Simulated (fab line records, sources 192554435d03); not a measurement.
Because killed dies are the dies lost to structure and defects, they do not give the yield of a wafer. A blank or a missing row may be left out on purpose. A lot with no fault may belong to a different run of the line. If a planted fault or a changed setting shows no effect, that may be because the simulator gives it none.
3 desks, one fault ; flow n5-finfet ; each desk has only its own numbers; what lay behind them comes last

## THE DEFECT DESK
Lot by lot, what the route's inspections counted, given as the mean of those sampled wafers with a number. A lot is out of limits, marked OUT, if its mean lies more than 4 standard deviations from the usual mean; the brackets give that distance.
Columns: A = raw-defect-count at N5_DUMMY_REMOVAL_INSPECT_06, usual 13
lot;first seen here;A
L149;day 4 06:52;13
L151;day 4 21:55;16
L152;day 4 22:55;6
L153;day 5 05:44;10
L155;day 5 20:52;17
L157;day 6 09:32;22
L164;day 7 22:47;13
L169;day 9 03:28;10
L171;day 9 14:59;13
This desk found nothing out of limits on any of the 9 lots.

## AT THE TOOL OWNER'S DESK: ald-metal-02
The tool's own readings at N5_HKMG_FIN_ALD_79 (deposits TiN, target thk 1.5 nm, pulse time 1 s, purge time 3 s): means of the sampled wafers that have a number, for each lot that ran on this tool. A lot is out of limits, marked OUT, if its mean lies more than 4 standard deviations from the usual mean; the brackets give that distance.
Columns: A = heater-power-w at N5_HKMG_FIN_ALD_79, usual 874 W; B = precursor-pulse-height-rel at N5_HKMG_FIN_ALD_79, usual 1.001; C = susceptor-temp-C at N5_HKMG_FIN_ALD_79, usual 400.01 C
lot;first seen here;A;B;C
L152;day 5 01:52;875;0.996;400.00
L153;day 5 08:59;897;1.000;399.76
L155;day 5 23:44;896;1.004;400.02
This desk found nothing out of limits on any of the 3 lots.

## METROLOGY DESK
Lot by lot, what the gauges showed, no matter which tool ran the lot: averages of those sampled wafers that carry a number. A lot is out of limits, marked OUT, if its mean lies more than 4 standard deviations from the usual mean; the brackets give that distance. It has 10 readings; the 7 that lie furthest out on some lot are the ones shown.
Columns: A = DIBL_N at N5_BEOL_M4_RC_MEAS_101, usual 36.3 mV/V; B = DIBL_P at N5_BEOL_M4_RC_MEAS_101, usual 36.4 mV/V; C = ION_N at N5_BEOL_M4_RC_MEAS_101, usual 675 uA/um; D = ION_P at N5_BEOL_M4_RC_MEAS_101, usual 463 uA/um; E = SS_N at N5_BEOL_M4_RC_MEAS_101, usual 71.6 mV/dec; F = SS_P at N5_BEOL_M4_RC_MEAS_101, usual 73.3 mV/dec; G = VT_N at N5_BEOL_M4_RC_MEAS_101, usual 250 mV
lot;first seen here;A;B;C;D;E;F;G
L152;day 10 02:59;36.9;36.8;674;465;71.5;73.6;249
L151;day 10 10:26;36.7;35.5;679;462;71.4;73.5;253
L149;day 10 11:23;34.2;34.1;665;466;71.2;72.8;252
L153;day 10 16:30;36.3;35.2;678;465;70.8;73.1;249
L155;day 11 12:28;37.0;39.2;689;475;71.7;74.2;249
L157;day 11 17:00;36.7;37.2;679;460;71.4;73.3;249
L164;day 13 21:56;35.4;34.8;677;466;71.1;73.0;250
L169;day 15 14:51;35.8;35.0;662;458;71.0;73.0;254
L171;day 16 21:25;36.2;35.5;672;461;72.3;72.9;250
This desk found nothing out of limits on any of the 9 lots.

## ALL TOGETHER
The defect desk saw nothing out of limits.
The tool owner's desk saw nothing out of limits.
At the metrology desk, nothing out of limits was observed.

## WHAT THE SIMULATOR HAD PUT IN
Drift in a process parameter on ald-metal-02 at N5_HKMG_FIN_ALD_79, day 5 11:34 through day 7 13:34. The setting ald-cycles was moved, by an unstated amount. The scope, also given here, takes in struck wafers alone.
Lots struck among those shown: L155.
